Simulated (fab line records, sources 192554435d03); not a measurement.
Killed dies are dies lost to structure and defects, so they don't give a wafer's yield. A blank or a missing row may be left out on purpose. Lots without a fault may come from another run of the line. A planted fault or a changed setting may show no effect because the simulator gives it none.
Chamber matching | flow n5_finfet | N5_MOL_CONTACT_COAG_ETCH_90 on rie_diel-02: 4 sister chambers
The step etches SiARC in CF4, target depth 13 nm, time 21.7 s. 14 wafers are shown with their chamber, then 7 later ones without.

WAFERS WITH THEIR CHAMBER
wafer  | chamber | showerhead_plenum_p_Torr (Torr) | throttle_valve_pct (%) | oes_product_au (a.u.)
L074.3 | 2       | 2.11                            | 15.60                  | 0.81
L074.4 | 3       | 2.25                            | 15.26                  | 0.68
L074.6 | 0       | 2.14                            | 15.70                  | 0.63
L076.3 | 3       | 2.24                            | 15.25                  | 0.67
L076.5 | 2       | 2.11                            | 15.63                  | 0.79
L076.6 | 1       | 2.07                            | 15.67                  | 0.67
L086.1 | 0       | 2.14                            | 15.75                  | 0.60
L086.2 | 3       | 2.23                            | 15.33                  | 0.64
L086.3 | 1       | 2.06                            | 15.72                  | 0.65
L087.1 | 0       | 2.14                            | 15.77                  | 0.60
L087.4 | 2       | 2.10                            | 15.70                  | 0.75
L087.5 | 1       | 2.06                            | 15.72                  | 0.65
L094.3 | 0       | 2.13                            | 15.80                  | 0.59
L094.4 | 1       | 2.06                            | 15.75                  | 0.63

SIGNATURES (means of the wafers above)
reading                  | chamber 0 | chamber 1 | chamber 2 | chamber 3 | scatter within a chamber
showerhead_plenum_p_Torr | 2.1375    | 2.0625    | 2.1067    | 2.2400    | 0.00645
throttle_valve_pct       | 15.7550   | 15.7150   | 15.6433   | 15.2800   | 0.042
oes_product_au           | 0.6050    | 0.6500    | 0.7833    | 0.6633    | 0.0211
Rule: a wafer's distance from a chamber is the root of the sum, over the readings, of the square of ((its reading less the chamber's mean) divided by the reading's scatter). The wafer belongs to the nearest chamber; if the next one is less than 2 further off, it can't be placed. The scatter: the root of (the sum of the squares of (reading less its chamber's mean) over the shown wafers, divided by (wafers less chambers)).

WAFERS WITHOUT THEIR CHAMBER
wafer  | showerhead_plenum_p_Torr (Torr) | throttle_valve_pct (%) | oes_product_au (a.u.)
L094.5 | 2.23                            | 15.35                  | 0.65
L092.1 | 2.23                            | 15.35                  | 0.64
L092.2 | 2.13                            | 15.79                  | 0.59
L092.5 | 2.23                            | 15.35                  | 0.64
L095.2 | 2.06                            | 15.77                  | 0.63
L095.3 | 2.13                            | 15.82                  | 0.58
L095.5 | 2.13                            | 15.81                  | 0.59

WHICH CHAMBER EACH WENT THROUGH
wafer  | from the rows above | in truth
L094.5 | 3                   | 3
L092.1 | 3                   | 3
L092.2 | 0                   | 0
L092.5 | 3                   | 3
L095.2 | 1                   | 1
L095.3 | 0                   | 0
L095.5 | 0                   | 0
Placed correctly: 7 of 7. Can't be placed from these rows: 0. Placed wrongly: 0.
